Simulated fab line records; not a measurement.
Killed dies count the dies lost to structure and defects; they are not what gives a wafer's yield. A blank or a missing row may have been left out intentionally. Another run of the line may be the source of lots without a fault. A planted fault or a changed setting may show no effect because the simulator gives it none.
Chamber matching ; flow nand-harc ; NHARC_A_STAIRCASE_DESCUM_186 on rie-diel-05 has 4 sister chambers
The step chemistry O2, time 3 s. 4 wafers are shown with their chamber, then 11 later ones without.

## WAFERS, EACH WITH ITS CHAMBER
wafer;chamber;drypump-motor-current-A (A)
L086.6;1;6.5
L088.1;2;6.1
L088.3;3;5.8
L090.2;0;5.4

## WAFERS WHOSE CHAMBER IS MISSING
wafer;drypump-motor-current-A (A)
L090.3;5.7
L090.6;6.1
L089.1;6.5
L089.4;5.4
L089.5;6.1
L097.1;5.8
L097.5;5.4
L097.6;5.8
L096.3;5.8
L096.5;5.8
L096.6;6.1

## THE CHAMBER EACH PASSED THROUGH
wafer;from the rows above;in truth
L090.3;3;3
L090.6;2;2
L089.1;1;1
L089.4;0;0
L089.5;2;2
L097.1;3;3
L097.5;0;0
L097.6;3;3
L096.3;3;3
L096.5;3;3
L096.6;2;2
Correctly placed: 11 of 11. Number that these rows cannot place: 0. Wrongly placed: 0.
How it was worked out, from the rows above alone: a wafer's distance from a chamber is the root of the sum, over the readings, of the square of ((its reading less the chamber's mean) divided by the reading's scatter). If the next closest chamber is less than 2 further off than the closest, the wafer can't be placed; otherwise it belongs to the closest. The mean given for a chamber averages the wafers shown for that chamber. The scatter (one wafer shown for each chamber): square how far every hidden wafer sits from the nearest shown wafer, average those squares and take the square root.
